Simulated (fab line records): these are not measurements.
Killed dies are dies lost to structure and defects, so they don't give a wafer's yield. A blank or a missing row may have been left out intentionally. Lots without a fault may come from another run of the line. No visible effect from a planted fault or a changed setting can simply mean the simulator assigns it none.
Problem report in the 8D (eight disciplines) form, filled by code    flow n5-finfet    the parts of the form that need people (team, actions taken, sign-off) are left out

== 1. WHAT IS WRONG ==
Wafers without a fault read 1500.1 rpm, standard deviation 0.93; spin-speed-rpm at N5_BEOL_M0_CUTY_COAT_51 reads a mean of 1283.2 rpm on 6 wafers belonging to 2 lots. So: -99 or more standard deviations from the usual mean.
The step: resist thk 150 nm.
Seen first at day 11 04:46 on litho-track-03, wafer L787.1. Wafers with a number at this step in the record: 30, from 10 lots. By rule, "out" or "out of limits" means more than 4 standard deviations away from the usual mean. Any other wafer with a number is counted as sound.

== 2. WHAT IT IS; WHAT IT IS NOT ==
question                     is                      is not
which readings at this step  spin-speed-rpm          -
which lots                   L784, L787              L771, L775, L779, L780, L783, L786, L791, L792
which wafers of those lots   all that have a number  -
read on which tools          litho-track-03          litho-track-02, litho-track-04
when                         from day 11 04:46       up to then (21 sound wafers); but 3 sound wafers of L783 came after

== 3. THE SUSPECTS, EACH WITH WHAT RULES IT OUT ==
Counting: a tool at a process step up to the reading stays a suspect if it ran every lot that is out and no sound lot after the first of them.
- ald-sin-04 at N5_BEOL_M0_SAQP_SPACER2_ALD_26 (deposits SiO2, target thk 15 nm, pulse time 1 s, purge time 2 s): kept. It ran every lot that is out, first L787 (day 11 02:29), and no sound lot after that; its last sound lot up to then is L780 (day 7 19:44).
- litho-track-03 at N5_BEOL_M0_CUTY_COAT_51 (resist thk 150 nm): kept. It ran every lot that is out, first L787 (day 11 04:46), and no sound lot after that; its last sound lot up to then is L791 (day 11 02:40). Out on those wafers are its own readings of spin-speed-rpm.
Remaining after the count are ald-sin-04 at N5_BEOL_M0_SAQP_SPACER2_ALD_26 and litho-track-03 at N5_BEOL_M0_CUTY_COAT_51.

== 4. THE CAUSE (what the simulator had put in) ==
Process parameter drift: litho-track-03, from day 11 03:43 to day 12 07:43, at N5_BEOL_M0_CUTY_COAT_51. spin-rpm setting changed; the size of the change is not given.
After counting, 2 suspects remain, this tool included.

== 5. THE EFFECT CHAIN, in route order ==
One row per reading whose mean, taken over the struck wafers that have a number, lies over 3 standard deviations from the usual. Only readings whose record carries a usual standard deviation are examined. hours: median over the lots of the time between each lot's start at the first step of this table that gives one and its start at this step. sigmas: the change, counted in usual standard deviations.
hours  step                     reading         usual       on struck wafers  change  sigmas
0      N5_BEOL_M0_CUTY_COAT_51  spin-speed-rpm  1500.1 rpm  1283.2            -216.9  -99 or more
Here are the process steps it includes:
- N5_BEOL_M0_CUTY_COAT_51: resist thk 150 nm.
Later steps that measure or inspect, where all struck wafers having a row at the step show a number for every such reading and not one has moved that far: N5_BEOL_M4_RC_MEAS_101.

== 6. HOW IT WOULD HAVE BEEN CAUGHT EARLIER ==
In this record the first reading out of limits was taken at day 11 04:46, 1 hour after the fault began at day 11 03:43.
